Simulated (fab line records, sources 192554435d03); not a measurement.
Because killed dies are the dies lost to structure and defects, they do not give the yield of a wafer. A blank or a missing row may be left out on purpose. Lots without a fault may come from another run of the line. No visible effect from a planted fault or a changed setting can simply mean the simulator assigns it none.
Matching of chambers :: flow n5Finfet :: N5_BEOL_M5_CO_CAP_78 on cvdCo-02 has 3 sister chambers
The step material Co, precursor CCTBA/H2, target thk 2 nm, time 102.1 s. 16 wafers are shown with their chamber, then 8 later ones without.

== WAFERS WITH THEIR CHAMBER ==
wafer: L169.1
chamber: 0
heaterPowerW (W): 266

wafer: L169.2
chamber: 1
heaterPowerW (W): 245

wafer: L169.4
chamber: 2
heaterPowerW (W): 269

wafer: L170.1
chamber: 1
heaterPowerW (W): 242

wafer: L170.3
chamber: 2
heaterPowerW (W): 276

wafer: L170.4
chamber: 2
heaterPowerW (W): 281

wafer: L172.2
chamber: 1
heaterPowerW (W): 247

wafer: L172.4
chamber: 0
heaterPowerW (W): 267

wafer: L172.5
chamber: 2
heaterPowerW (W): 279

wafer: L175.1
chamber: 1
heaterPowerW (W): 241

wafer: L175.3
chamber: 0
heaterPowerW (W): 268

wafer: L175.4
chamber: 0
heaterPowerW (W): 273

wafer: L176.2
chamber: 0
heaterPowerW (W): 268

wafer: L176.3
chamber: 1
heaterPowerW (W): 248

wafer: L176.4
chamber: 2
heaterPowerW (W): 277

wafer: L181.1
chamber: 2
heaterPowerW (W): 270

SIGNATURES, as means of the wafers listed above
reading: heaterPowerW
chamber 0: 268.40
chamber 1: 244.60
chamber 2: 275.33
scatter within a chamber: 3.76
Rule: a wafer's distance from a chamber is the root of the sum, over the readings, of the square of ((its reading less the chamber's mean) divided by the reading's scatter). If the next closest chamber is less than 2 further off than the closest, the wafer can't be placed; otherwise it belongs to the closest. The scatter is the square root of a quotient: the sum, over the shown wafers, of each reading's squared deviation from its chamber's mean, divided by wafers minus chambers.

== WAFERS WHOSE CHAMBER IS MISSING ==
wafer: L181.3
heaterPowerW (W): 268

wafer: L181.6
heaterPowerW (W): 265

wafer: L189.2
heaterPowerW (W): 280

wafer: L189.3
heaterPowerW (W): 249

wafer: L189.6
heaterPowerW (W): 277

wafer: L187.2
heaterPowerW (W): 245

wafer: L187.4
heaterPowerW (W): 241

wafer: L187.5
heaterPowerW (W): 266

== WHICH CHAMBER EACH WENT THROUGH ==
wafer: L181.3
from the rows above: can't be placed: 0 or 2
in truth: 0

wafer: L181.6
from the rows above: can't be placed: 0 or 2
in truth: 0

wafer: L189.2
from the rows above: can't be placed: 2 or 0
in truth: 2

wafer: L189.3
from the rows above: 1
in truth: 1

wafer: L189.6
from the rows above: can't be placed: 2 or 0
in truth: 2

wafer: L187.2
from the rows above: 1
in truth: 1

wafer: L187.4
from the rows above: 1
in truth: 1

wafer: L187.5
from the rows above: can't be placed: 0 or 2
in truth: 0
Placed correctly: 3 of 8. Can't be placed from these rows: 5 (the true chamber is among the candidates in 5). Wrongly placed: 0.
